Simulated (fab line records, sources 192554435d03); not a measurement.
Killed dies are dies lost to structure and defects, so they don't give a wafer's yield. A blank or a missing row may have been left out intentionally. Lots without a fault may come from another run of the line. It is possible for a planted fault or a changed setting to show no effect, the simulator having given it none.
Which of the tools did it? | flow n5_finfet | 24 lots with 72 wafers sampled at 6 steps, on a route of 1938 steps

WHAT EACH GAUGE READ, for each wafer
N5_BEOL_M2_OCD_MEAS_38. Usual: trench_depth_nm at 54.6 nm, with a standard deviation of 1.3.
lot  | measured     | on     | trench_depth_nm (nm) | flag
L074 | day 6 18:05  | ocd-02 | 53.0 55.5 54.1       |
L075 | day 6 18:13  | ocd-02 | 55.9 52.9 52.3       |
L076 | day 7 06:04  | ocd-01 | 53.0 52.4 56.1       |
L077 | day 7 15:26  | ocd-01 | 56.3 56.4 56.5       |
L078 | day 7 18:59  | ocd-02 | 54.1 56.8 53.9       |
L079 | day 7 22:06  | ocd-02 | 52.5 54.0 56.1       |
L080 | day 8 06:29  | ocd-01 | 53.7 54.4 54.6       |
L081 | day 8 13:29  | ocd-02 | 52.6 55.8 55.7       |
L082 | day 9 03:43  | ocd-02 | 53.5 56.3 53.6       |
L083 | day 9 08:16  | ocd-02 | 57.3 56.3 55.0       |
L084 | day 9 08:16  | ocd-01 | 54.2 56.0 55.0       |
L085 | day 9 22:04  | ocd-02 | 54.2 54.5 54.8       |
L086 | day 9 22:05  | ocd-02 | 54.3 52.7 55.2       |
L087 | day 10 08:46 | ocd-01 | 55.4 56.3 55.3       |
L088 | day 10 09:45 | ocd-02 | 54.4 54.8 53.8       |
L090 | day 10 17:22 | ocd-02 | 54.9 56.6 56.6       |
L089 | day 11 00:54 | ocd-01 | 52.3 52.2 55.2       |
L091 | day 11 03:28 | ocd-01 | 55.8 54.4 55.5       |
L092 | day 11 07:36 | ocd-01 | 56.4 54.0 54.8       |
L093 | day 11 12:35 | ocd-02 | 55.5 53.4 55.2       |
L094 | day 12 06:18 | ocd-01 | 55.3 55.3 55.2       |
L095 | day 12 12:10 | ocd-01 | 56.1 55.2 56.5       |
L096 | day 12 18:01 | ocd-01 | 57.3 53.8 55.5       |
L097 | day 12 20:38 | ocd-01 | 53.3 53.2 52.8       |

N5_BEOL_M3_CD_MEAS_11: target cd 17.05 nm. Usual: cd_nm at 16.93 nm, with a standard deviation of 0.3.
lot  | measured     | on        | cd_nm (nm)        | flag
L074 | day 7 02:51  | cd_sem-02 | 16.73 17.51 17.70 |
L075 | day 7 03:03  | cd_sem-03 | 16.79 16.87 16.65 |
L076 | day 7 12:31  | cd_sem-02 | 16.68 17.40 16.66 |
L077 | day 7 22:25  | cd_sem-01 | 17.15 17.32 17.12 |
L078 | day 7 23:25  | cd_sem-02 | 16.63 16.65 16.77 |
L079 | day 8 06:40  | cd_sem-01 | 16.48 16.11 16.40 |
L080 | day 8 14:14  | cd_sem-01 | 17.04 17.40 16.67 |
L081 | day 8 19:10  | cd_sem-01 | 16.91 16.96 17.42 |
L082 | day 9 08:43  | cd_sem-03 | 16.88 16.80 16.90 |
L083 | day 9 13:52  | cd_sem-02 | 17.09 16.82 16.84 |
L084 | day 9 13:55  | cd_sem-01 | 16.89 16.42 16.63 |
L085 | day 10 02:34 | cd_sem-02 | 17.05 16.88 17.03 |
L086 | day 10 05:23 | cd_sem-03 | 16.57 16.59 16.54 |
L087 | day 10 14:38 | cd_sem-01 | 17.38 16.97 17.25 |
L088 | day 10 15:14 | cd_sem-03 | 16.98 16.44 16.97 |
L090 | day 11 00:31 | cd_sem-01 | 17.09 16.63 16.72 |
L089 | day 11 07:29 | cd_sem-01 | 16.85 17.34 17.18 |
L091 | day 11 10:17 | cd_sem-03 | 16.95 16.77 17.54 |
L092 | day 11 14:04 | cd_sem-01 | 16.35 16.51 16.93 |
L093 | day 11 17:18 | cd_sem-02 | 16.84 17.41 17.41 |
L094 | day 12 15:22 | cd_sem-03 | 17.18 17.00 17.00 |
L095 | day 12 21:12 | cd_sem-01 | 17.33 17.45 17.37 |
L096 | day 13 02:59 | cd_sem-03 | 17.21 16.95 17.29 |
L097 | day 13 03:05 | cd_sem-03 | 16.87 17.25 17.10 |

N5_BEOL_M3_OVL_MEAS_12. Usual: M3_OVL -0.6 nm, standard deviation 0.84.
lot  | measured     | on         | M3_OVL (nm)    | flag
L074 | day 7 02:53  | overlay-01 | -0.7 -0.1 -0.6 |
L075 | day 7 03:05  | overlay-01 | -0.2 -1.4 -1.0 |
L076 | day 7 12:34  | overlay-01 | -1.2 -0.6 -1.2 |
L077 | day 7 22:28  | overlay-01 | -1.0 -1.2 -0.8 |
L078 | day 7 23:27  | overlay-01 | 0.8 -0.2 -0.2  |
L079 | day 8 06:42  | overlay-02 | -1.2 -1.5 -1.9 |
L080 | day 8 14:16  | overlay-02 | 0.1 1.1 -0.3   |
L081 | day 8 19:12  | overlay-02 | -0.4 0.1 -0.2  |
L082 | day 9 08:45  | overlay-01 | -1.0 -0.9 -0.9 |
L083 | day 9 13:55  | overlay-01 | -0.8 0.1 0.4   |
L084 | day 9 13:57  | overlay-02 | -1.2 -1.2 -0.2 |
L085 | day 10 02:36 | overlay-01 | -0.6 -1.5 -0.6 |
L086 | day 10 05:25 | overlay-02 | 0.8 0.5 1.1    |
L087 | day 10 14:40 | overlay-01 | -1.4 -0.3 -2.0 |
L088 | day 10 15:16 | overlay-02 | 1.1 -0.6 0.3   |
L090 | day 11 00:32 | overlay-01 | -0.3 -0.2 0.2  |
L089 | day 11 07:31 | overlay-02 | -0.6 -0.3 0.7  |
L091 | day 11 10:20 | overlay-01 | -2.1 -1.9 -2.1 |
L092 | day 11 14:06 | overlay-01 | -0.6 1.3 1.0   |
L093 | day 11 17:20 | overlay-01 | 0.2 0.4 0.3    |
L094 | day 12 15:25 | overlay-02 | -0.2 0.9 0.8   |
L095 | day 12 21:14 | overlay-02 | 0.0 -0.5 -1.0  |
L096 | day 13 03:01 | overlay-01 | -1.3 -1.2 -1.3 |
L097 | day 13 03:08 | overlay-02 | -1.4 -1.5 -2.0 |

WHICH TOOL RAN EACH LOT (tool, then ch and the chambers of the sampled wafers, then the start)
lot  | N5_BEOL_M2_PRE_CLEAN_45      | N5_BEOL_M2_SURFACE_TREAT_85  | N5_BEOL_M2_SPUTTER_81
L074 | pvd_sputter-01, day 6 18:32  | pvd_sputter-02, day 6 18:52  | pvd_sputter-03, day 6 19:35
L075 | pvd_sputter-03, day 6 18:35  | pvd_sputter-01, day 6 18:56  | pvd_sputter-02, day 6 19:49
L076 | pvd_sputter-01, day 7 06:18  | pvd_sputter-03, day 7 06:40  | pvd_sputter-01, day 7 09:01
L077 | pvd_sputter-03, day 7 16:16  | pvd_sputter-03, day 7 16:40  | pvd_sputter-02, day 7 17:35
L078 | pvd_sputter-02, day 7 19:14  | pvd_sputter-01, day 7 19:32  | pvd_sputter-02, day 7 20:11
L079 | pvd_sputter-01, day 7 22:42  | pvd_sputter-01, day 7 23:00  | pvd_sputter-02, day 7 23:41
L080 | pvd_sputter-02, day 8 07:04  | pvd_sputter-01, day 8 07:23  | pvd_sputter-03, day 8 08:13
L081 | pvd_sputter-03, day 8 14:13  | pvd_sputter-01, day 8 14:32  | pvd_sputter-02, day 8 15:22
L082 | pvd_sputter-01, day 9 03:57  | pvd_sputter-03, day 9 04:14  | pvd_sputter-02, day 9 04:56
L083 | pvd_sputter-02, day 9 08:46  | pvd_sputter-01, day 9 09:08  | pvd_sputter-03, day 9 09:59
L084 | pvd_sputter-02, day 9 08:53  | pvd_sputter-03, day 9 09:11  | pvd_sputter-01, day 9 10:07
L085 | pvd_sputter-01, day 9 22:17  | pvd_sputter-01, day 9 22:37  | pvd_sputter-01, day 9 23:25
L086 | pvd_sputter-03, day 9 22:25  | pvd_sputter-01, day 9 22:51  | pvd_sputter-02, day 10 00:24
L087 | pvd_sputter-03, day 10 09:40 | pvd_sputter-03, day 10 09:59 | pvd_sputter-03, day 10 10:43
L088 | pvd_sputter-01, day 10 10:27 | pvd_sputter-01, day 10 10:53 | pvd_sputter-01, day 10 11:52
L090 | pvd_sputter-02, day 10 18:30 | pvd_sputter-02, day 10 19:01 | pvd_sputter-02, day 10 19:48
L089 | pvd_sputter-03, day 11 01:08 | pvd_sputter-03, day 11 03:01 | pvd_sputter-03, day 11 03:44
L091 | pvd_sputter-01, day 11 04:02 | pvd_sputter-01, day 11 04:38 | pvd_sputter-01, day 11 05:25
L092 | pvd_sputter-02, day 11 09:41 | pvd_sputter-02, day 11 10:01 | pvd_sputter-02, day 11 10:41
L093 | pvd_sputter-02, day 11 12:55 | pvd_sputter-03, day 11 13:13 | pvd_sputter-03, day 11 13:55
L094 | pvd_sputter-02, day 12 07:08 | pvd_sputter-03, day 12 07:26 | pvd_sputter-02, day 12 08:10
L095 | pvd_sputter-02, day 12 12:29 | pvd_sputter-01, day 12 12:55 | pvd_sputter-02, day 12 13:49
L096 | pvd_sputter-01, day 12 19:04 | pvd_sputter-02, day 12 19:47 | pvd_sputter-02, day 12 20:41
L097 | pvd_sputter-01, day 12 21:17 | pvd_sputter-03, day 12 21:37 | pvd_sputter-03, day 12 22:22
- N5_BEOL_M2_PRE_CLEAN_45: time 30 s.
- N5_BEOL_M2_SURFACE_TREAT_85
- N5_BEOL_M2_SPUTTER_81: material Cu, target thk 4.5 nm, time 8.29 s.

WHAT THE TOOLS THEMSELVES READ (means of the sampled wafers that have a number; where no wafer has one, the mark that the record gives instead)
N5_BEOL_M2_PRE_CLEAN_45. Usual: heater_power_w at 367 W, with a standard deviation of 35.
lot  | tool           | heater_power_w (W) | flag
L074 | pvd_sputter-01 | 345                |
L075 | pvd_sputter-03 | 362                |
L076 | pvd_sputter-01 | 366                |
L077 | pvd_sputter-03 | 376                |
L078 | pvd_sputter-02 | 360                |
L079 | pvd_sputter-01 | 394                |
L080 | pvd_sputter-02 | 379                |
L081 | pvd_sputter-03 | 354                |
L082 | pvd_sputter-01 | 390                |
L083 | pvd_sputter-02 | 359                |
L084 | pvd_sputter-02 | 382                |
L085 | pvd_sputter-01 | 375                |
L086 | pvd_sputter-03 | 346                |
L087 | pvd_sputter-03 | 356                |
L088 | pvd_sputter-01 | 389                |
L090 | pvd_sputter-02 | 371                |
L089 | pvd_sputter-03 | 332                |
L091 | pvd_sputter-01 | 370                |
L092 | pvd_sputter-02 | 378                |
L093 | pvd_sputter-02 | 381                |
L094 | pvd_sputter-02 | 383                |
L095 | pvd_sputter-02 | 361                |
L096 | pvd_sputter-01 | 396                |
L097 | pvd_sputter-01 | 379                |

N5_BEOL_M2_SPUTTER_81. Usual: chuck_sensor_temp_C -16.0 C, standard deviation 0.45; throttle_valve_pct 30.0 %, standard deviation 0.76.
lot  | tool           | chuck_sensor_temp_C (C) | throttle_valve_pct (%) | flag
L074 | pvd_sputter-03 | -16.0                   | 30.2                   |
L075 | pvd_sputter-02 | -16.2                   | 29.9                   |
L076 | pvd_sputter-01 | -16.0                   | 30.0                   |
L077 | pvd_sputter-02 | -15.9                   | 30.0                   |
L078 | pvd_sputter-02 | -15.9                   | 29.9                   |
L079 | pvd_sputter-02 | -16.1                   | 29.9                   |
L080 | pvd_sputter-03 | -16.2                   | 30.7                   |
L081 | pvd_sputter-02 | -16.0                   | 29.9                   |
L082 | pvd_sputter-02 | -15.7                   | 30.0                   |
L083 | pvd_sputter-03 | -15.8                   | 30.4                   |
L084 | pvd_sputter-01 | -16.0                   | 29.4                   |
L085 | pvd_sputter-01 | -16.4                   | 29.5                   |
L086 | pvd_sputter-02 | -16.1                   | 30.0                   |
L087 | pvd_sputter-03 | -16.0                   | 30.3                   |
L088 | pvd_sputter-01 | -16.3                   | 28.7                   |
L090 | pvd_sputter-02 | -16.0                   | 29.9                   |
L089 | pvd_sputter-03 | -15.6                   | 29.8                   |
L091 | pvd_sputter-01 | -16.2                   | 29.6                   |
L092 | pvd_sputter-02 | -15.9                   | 30.1                   |
L093 | pvd_sputter-03 | -16.2                   | 30.6                   |
L094 | pvd_sputter-02 | -16.1                   | 29.8                   |
L095 | pvd_sputter-02 | -15.8                   | 30.0                   |
L096 | pvd_sputter-02 | -16.2                   | 30.0                   |
L097 | pvd_sputter-03 | -16.0                   | 30.3                   |

THE ANSWER, worked out from the rows above alone
Rule: take the mean of a lot's wafers that have a number; if it is more than 3 standard deviations from the usual mean, the lot is off. A lot without any number at a reading at which 4 lots or more have one is off too. All remaining lots with rows at the step are treated as sound. The gauges are gone through in route order, then the tools' own readings, and for those a lot's mean is taken as printed above. At the first step where some lot is off, the reading lying furthest off is the one used; lots without a number count as furthest.
None of the lots is off at any reading shown; this tells nothing.

WHAT HAD BEEN PUT IN BY THE SIMULATOR
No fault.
